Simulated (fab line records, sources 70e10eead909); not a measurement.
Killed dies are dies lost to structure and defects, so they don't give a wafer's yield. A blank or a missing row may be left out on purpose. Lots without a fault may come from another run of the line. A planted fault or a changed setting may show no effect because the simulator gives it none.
fab line records | flow nand_harc | part 2 of 2: steps 5 to 6 of 6
record lots=24 wafers=72 last_day=34
route steps=1302 shown A_CONTACT@1001
lots that met no fault: from a run of the same line without faults
start_h: hours from the record's first day to the start of the lot's first wafer shown | wait_h: hours since the lot's step before | " the same as in the row above | L1.1+2: a row that stands for several wafers | - no value, or no start given | * or withheld: withheld | < > ~ a bound
route shown NAME@n: a module of which the file shows steps, and the number in the route of the first | usual: mean/standard deviation of fault-free wafers | same: alike in all rows | chamber/n: place in a boat | sites: the reading at each site | _std_site: their standard deviation | _edge_site: outer sites' mean less inner sites' | radius_mm: how far each site lies from the wafer's centre | mask NAME#n: copy n | behind: the tool/chamber that last shaped the wafer | hold: why the lot was held/for how many hours/how that ended | device: the transistor (n, p or np) that didn't switch | end of line: the same wafers' tests at the end of the route | a step without rows: its recipe alone | killed: dies lost to structure and defects at the first sort, not the wafer's yield | map: a wafer's dies, x killed, . not, _ none there
set.NAME: the setting as run; set.NAME@STEP: as run at that earlier step | model.NAME: the simulator's own value behind a step, which no gauge read
steps of the route over a sample of lots; a table a step, a row a wafer
services: from which hour (start_h, from the record's first day; less than 0 if before it) a tool's chamber was out of use, for how many hours, and why
## steps
# step NHARC_A_CONTACT_ETCH_75
# recipe target_depth_a=390 over_etch_frac=0.3 time_s=65 ion_energy_ev=80 cf4_flow_sccm=150 ar_flow_sccm=0 rf_w=300 bias_w=100 chemistry=CF4
# usual drypump_motor_current_A=5.9/0.3 oes_product_au=1.001/0.0071 rf_fwd_power_W=297.6/1 rf_vpp_V=151.2/1.1 showerhead_plenum_p_Torr=1.76/0.07 throttle_valve_pct=13.283/0.0097
# columns lot.wafer tool chamber start_h wait_h drypump_motor_current_A oes_product_au rf_fwd_power_W rf_hours_counter_h rf_vpp_V showerhead_plenum_p_Torr throttle_valve_pct
L074.3 rie_diel-06 0 522.62 0.1 6.5 1.006 298.5 9 151.7 1.81 13.278
L074.2 " 2 " " 5.3 1.012 297.4 11 151.5 1.69 13.291
L074.6 " 0 " " 6.5 1.007 298.6 - 151.0 1.81 13.279
L075.3 rie_diel-04 0 522.97 0.1 5.8 0.993 297.8 25 150.2 1.71 13.301
L075.6 " 1 " " 5.7 1.005 298.5 - 154.0 1.79 13.266
L075.5 " 2 " " 6.3 0.999 296.5 - 149.1 1.67 13.260
L077.4 rie_diel-04 3 530.72 0.1 5.8 1.017 298.5 28 153.4 1.81 13.290
L077.5 " 1 " " 5.7 0.998 297.5 - 151.0 1.79 13.279
L077.6 " 2 " " 6.2 1.003 297.9 - 149.5 1.67 13.275
L076.3 rie_diel-06 1 531.00 0.1 5.9 1.004 296.9 14 151.6 1.90 13.284
L076.4 " 2 " " 5.3 1.007 298.0 14 151.2 1.69 13.274
L076.2 " 3 " " 5.4 1.013 297.1 9 150.2 1.69 13.274
L079.1 rie_diel-04 3 543.24 0.1 5.8 1.000 298.6 0 151.3 1.81 13.266
L079.4 " 0 " " 5.8 0.997 295.0 0 151.1 1.71 13.283
L079.3 " 2 " " 6.2 0.985 297.6 0 148.8 1.67 13.277
L078.1 rie_diel-13 1 546.51 0.1 5.6 0.990 297.9 10 150.4 1.70 13.279
L078.2 " 3 " " 6.2 1.002 297.4 0 151.9 1.82 13.277
L078.3 " 0 " " 5.5 1.008 298.2 10 152.6 1.89 13.293
L080.2 rie_diel-04 2 575.69 0.1 6.2 1.000 297.0 2 151.1 1.67 13.293
L080.4 " 3 " " 5.7 1.004 298.0 3 152.6 1.81 13.286
L080.6 " 3 " " 5.7 1.006 297.2 - 153.3 1.81 13.282
L081.3 rie_diel-06 3 575.84 0.1 5.4 1.008 297.1 24 151.5 1.69 13.285
L081.2 " 2 " " 5.3 0.998 297.3 29 149.6 1.68 13.280
L081.5 " 3 " " 5.4 1.006 297.7 - 151.1 1.69 13.276
L083.4 rie_diel-04 2 587.54 0.1 6.2 1.008 298.5 4 150.9 1.67 13.294
L083.2 " 0 " " 5.8 1.002 296.9 6 151.1 1.71 13.288
L083.5 " 1 " " 5.7 0.996 297.9 - 151.6 1.79 13.272
L082.2 rie_diel-04 0 596.53 0.1 5.8 0.995 297.6 7 151.6 1.71 13.286
L082.1 " 1 " " 5.7 0.987 298.1 6 151.8 1.79 13.273
L082.5 " 0 " " 5.8 1.010 295.9 - 150.6 1.71 13.281
L084.4 rie_diel-04 0 614.68 0.1 5.8 0.994 297.3 9 150.7 1.71 13.267
L084.2 " 1 " " 5.7 1.001 299.6 9 150.5 1.79 13.290
L084.6 " 3 " " 5.7 0.997 298.5 - 152.0 1.81 13.275
L086.4 rie_diel-04 0 622.17 0.1 5.8 0.998 296.7 10 150.5 1.71 13.278
L086.3 " 1 " " 5.7 1.000 298.0 10 152.4 1.79 13.283
L086.6 " 0 " " 5.8 1.001 298.2 - 150.0 1.71 13.285
L085.3 rie_diel-06 1 623.60 0.1 5.9 0.988 297.7 42 153.6 1.90 13.264
L085.2 " 2 " " 5.3 1.007 296.8 42 150.4 1.68 13.279
L085.4 " 3 " " 5.4 1.001 297.5 34 148.7 1.69 13.283
L089.2 rie_diel-04 3 662.88 0.1 5.8 1.004 296.5 17 152.1 1.81 13.295
L089.1 " 1 " " 5.7 0.996 298.8 18 151.3 1.79 13.293
L089.6 " 2 " " 6.2 1.004 298.7 - 150.4 1.67 13.273
L087.3 rie_diel-04 0 663.26 0.1 5.8 1.005 296.5 18 149.6 1.71 13.276
L087.4 " 2 " " 6.2 0.986 297.2 13 149.3 1.67 13.265
L087.6 " 0 " " 5.8 0.998 296.9 - 150.0 1.71 13.300
L090.2 rie_diel-04 3 666.21 0.1 5.8 1.010 298.8 18 151.2 1.81 13.287
L090.3 " 0 " " 5.8 0.998 295.1 20 150.0 1.70 13.302
L090.5 " 0 " " 5.8 1.000 296.8 - 151.3 1.71 13.296
L091.4 rie_diel-13 0 666.50 0.1 5.4 1.003 297.9 44 151.4 1.88 13.286
L091.3 " 1 " " 5.6 0.998 296.2 44 150.6 1.69 13.277
L091.6 " 0 " " 5.4 0.995 298.4 - 151.6 1.88 13.287
L088.4 rie_diel-13 1 668.04 0.8 5.6 1.002 297.7 45 148.6 1.69 13.294
L088.3 " 3 " " 6.2 0.996 296.2 37 151.9 1.80 13.270
L088.6 " 1 " " 5.6 1.002 297.0 - 151.3 1.69 13.276
L093.4 rie_diel-04 3 691.94 0.1 5.8 1.011 298.9 22 152.1 1.81 13.292
L093.6 " 0 " " 5.8 1.005 295.4 - 151.6 1.70 13.298
L093.5 " 1 " " 5.6 1.005 297.0 - 152.7 1.79 13.286
L092.4 rie_diel-04 3 702.54 0.1 5.8 1.003 296.9 24 151.9 1.81 13.289
L092.6 " 2 " " 6.2 1.002 298.1 - 149.1 1.66 13.301
L092.5 " 3 " " 5.8 1.000 296.4 - 151.6 1.81 13.298
L097.2 rie_diel-13 3 736.55 0.1 6.2 1.010 296.5 9 151.6 1.80 13.280
L097.1 " 0 " " 5.4 1.009 296.7 7 153.4 1.87 13.285
L097.5 " 3 " " 6.2 1.007 297.0 - 152.1 1.80 13.296
L095.2 rie_diel-13 2 738.86 0.1 6.2 0.984 298.0 9 151.9 1.79 13.283
L095.5 " 3 " " 6.2 0.996 296.2 - 150.9 1.80 13.295
L095.6 " 0 " " 5.4 0.996 297.9 - 152.1 1.87 13.286
L094.2 rie_diel-04 2 744.11 0.1 6.2 0.997 298.2 2 149.9 1.66 13.276
L094.1 " 3 " " 5.8 1.006 298.8 2 150.9 1.81 13.282
L094.4 " 0 " " 5.8 1.004 295.9 2 151.0 1.70 13.286
L096.3 rie_diel-04 0 747.29 0.2 5.8 1.002 296.1 2 150.0 1.70 13.291
L096.2 " 2 " " 6.2 0.997 296.1 3 150.4 1.66 13.273
L096.5 " 0 " " 5.8 0.990 297.3 - 151.8 1.70 13.280
# step NHARC_A_CONTACT_ETCH_131
# recipe source_w=withheld pressure_mtorr=20 bias_v=3000 time_s=197 target_depth_a=19180 ar_flow_sccm=withheld c4f8_flow_sccm=withheld o2_flow_sccm=withheld chemistry=C4F8/O2/Ar
# columns lot.wafer tool chamber start_h wait_h rf_hours_counter_h
L074.2 har_cap_etch-02 1 525.46 0.1 84
L074.3 " 1 " " -
L074.6 " 1 " " -
L075.3 har_cap_etch-01 0 526.45 0.2 -
L075.5 " 1 " " -
L075.6 " 0 " " -
L077.4 har_cap_etch-03 1 533.52 0.1 -
L077.6 " 0 " " -
L077.5 " 1 " " -
L076.2 har_cap_etch-02 0 533.71 0.1 86
L076.3 " 0 " " -
L076.4 " 1 " " -
L079.1 har_cap_etch-02 0 545.96 0.1 90
L079.3 " 0 " " -
L079.4 " 1 " " -
L078.2 har_cap_etch-01 0 549.23 0.1 9
L078.1 " 1 " " 9
L078.3 " 1 " " -
L080.2 har_cap_etch-02 0 578.43 0.1 94
L080.4 " 1 " " -
L080.6 " 0 " " -
L081.2 har_cap_etch-01 1 578.60 0.1 12
L081.3 " 1 " " -
L081.5 " 0 " " -
L083.2 har_cap_etch-02 1 590.45 0.1 97
L083.4 " 1 " " -
L083.5 " 0 " " -
L082.1 har_cap_etch-03 0 599.24 0.1 58
L082.2 " 1 " " 58
L082.5 " 0 " " -
L084.2 har_cap_etch-02 0 617.90 0.1 101
L084.4 " 1 " " -
L084.6 " 0 " " -
L086.4 har_cap_etch-01 0 624.95 0.1 -
L086.3 " 1 " " -
L086.6 " 0 " " -
L085.2 har_cap_etch-03 1 626.30 0.1 64
L085.3 " 1 " " -
L085.4 " 0 " " -
L089.1 har_cap_etch-02 0 665.75 0.1 108
L089.2 " 1 " " 108
L089.6 " 0 " " -
L087.3 har_cap_etch-03 1 666.99 0.1 -
L087.4 " 0 " " -
L087.6 " 0 " " -
L090.2 har_cap_etch-01 1 668.95 0.1 27
L090.3 " 1 " " -
L090.5 " 1 " " -
L091.3 har_cap_etch-02 1 669.71 0.1 -
L091.4 " 0 " " -
L091.6 " 0 " " -
L088.3 har_cap_etch-03 0 671.27 0.1 -
L088.4 " 1 " " -
L088.6 " 1 " " -
L093.4 har_cap_etch-03 0 694.73 0.1 -
L093.6 " 1 " " -
L093.5 " 0 " " -
L092.4 har_cap_etch-03 0 705.34 0.1 -
L092.6 " 1 " " -
L092.5 " 0 " " -
L097.1 har_cap_etch-03 1 739.26 0.1 82
L097.2 " 0 " " 82
L097.5 " 0 " " -
L095.2 har_cap_etch-02 0 741.58 0.1 121
L095.5 " 1 " " -
L095.6 " 0 " " -
L094.2 har_cap_etch-01 1 746.82 0.1 38
L094.1 " 0 " " 38
L094.4 " 0 " " -
L096.2 har_cap_etch-02 0 750.27 0.1 123
L096.3 " 0 " " -
L096.5 " 0 " " -
## services
# columns tool chamber start_h hours kind
rie_diel-06 - 490.49 0.2 repair
rie_diel-06 3 493.93 7.9 repair
har_cap_etch-01 - 497.00 17.0 pm
rie_diel-04 0 511.68 - clean
rie_diel-04 1 511.68 - clean
rie_diel-04 2 511.68 - clean
rie_diel-04 3 511.68 - clean
har_cap_etch-01 - 515.96 1.0 repair
rie_diel-13 - 519.00 9.0 pm
har_cap_etch-02 - 519.25 0.3 repair
rie_diel-13 3 528.26 14.9 repair
rie_diel-04 - 532.65 9.0 pm
rie_diel-04 0 532.65 9.0 vent_cycle
rie_diel-04 1 532.65 9.0 vent_cycle
har_cap_etch-03 - 543.26 2.5 repair
har_cap_etch-02 - 574.81 0.7 repair
rie_diel-04 2 628.00 28.6 repair
rie_diel-04 3 639.10 1.6 repair
rie_diel-06 0 640.55 9.3 repair
rie_diel-06 - 663.29 9.0 pm
rie_diel-13 - 696.12 9.0 pm
rie_diel-04 - 709.65 9.0 pm
rie_diel-06 1 723.40 11.9 repair
rie_diel-13 - 743.94 0.9 repair
